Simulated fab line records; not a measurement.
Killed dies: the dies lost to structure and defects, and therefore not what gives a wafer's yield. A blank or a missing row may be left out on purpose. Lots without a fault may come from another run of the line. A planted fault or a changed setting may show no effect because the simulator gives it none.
3 desks looking at one fault -- flow nand-harc -- every desk sees just its own numbers, and what lay behind them comes last

== THE METROLOGY DESK ==
What the gauges read for every lot (on any tool): the sampled wafers with a number, averaged. Marked OUT: a lot whose mean sits more than 4 standard deviations from the usual mean, which makes it out of limits; the brackets give that distance.
Columns: A = overlay-x-nm at NHARC_A_M1_OVL_MEAS_10, usual 0.0 nm; B = overlay-y-nm at NHARC_A_M1_OVL_MEAS_10, usual -0.1 nm; C = cd-nm at NHARC_A_M1_CD_MEAS_16, usual 120.2 nm
lot,first seen here,A,B,C
L740,day 23 12:02,0.9,0.1,119.4
L754,day 28 16:56,-0.2,0.5,120.8
L753,day 28 18:32,-1.4,0.8,120.1
L755,day 29 01:04,0.5,-0.9,120.7
L758,day 31 02:26,-1.1,-0.3,121.0
L762,day 31 20:07,-0.6,-0.6,120.2
L761,day 31 23:14,-0.8,0.8,120.2
Finding of this desk: none of the 7 lots has anything out of limits.

== DESK OF THE TOOL OWNER: pvd-sputter-01 ==
The tool's own readings at NHARC_A_M1_PVD_21 (deposits Cu, target thk 30 nm, time 20.49 s): means of the sampled wafers that have a number, for each lot that ran on this tool. Marked OUT: a lot whose mean sits more than 4 standard deviations from the usual mean, which makes it out of limits; the brackets give that distance.
Columns: A = throttle-valve-pct at NHARC_A_M1_PVD_21, usual 29.4 %
lot,first seen here,A
L754,day 28 18:19,29.0
L753,day 28 23:49,29.1
L755,day 29 02:26,28.6
L761,day 32 00:35,28.9
Finding of this desk: none of the 4 lots has anything out of limits.

== THE DEFECT DESK ==
Inspection counts along the route, by lot: the mean over sampled wafers that carry a number. Marked OUT: a lot whose mean sits more than 4 standard deviations from the usual mean, which makes it out of limits; the brackets give that distance.
Columns: A = raw-defect-count at NHARC_A_M1_INSPECT_11, usual 80; B = raw-defect-count at NHARC_A_M1_INSPECT_27, usual 530
lot,first seen here,A,B
L740,day 23 12:04,63,494
L754,day 28 16:59,144,502
L753,day 28 18:35,56,348
L755,day 29 01:05,93,910
L758,day 31 02:28,122,585
L762,day 31 20:09,80,390
L761,day 31 23:16,31,394
Finding of this desk: none of the 7 lots has anything out of limits.

== BROUGHT TOGETHER ==
From the metrology desk's view, nothing was out of limits.
Nothing out of limits was seen by the tool owner's desk.
The defect desk saw nothing out of limits.

== WHAT WAS PUT IN BY THE SIMULATOR ==
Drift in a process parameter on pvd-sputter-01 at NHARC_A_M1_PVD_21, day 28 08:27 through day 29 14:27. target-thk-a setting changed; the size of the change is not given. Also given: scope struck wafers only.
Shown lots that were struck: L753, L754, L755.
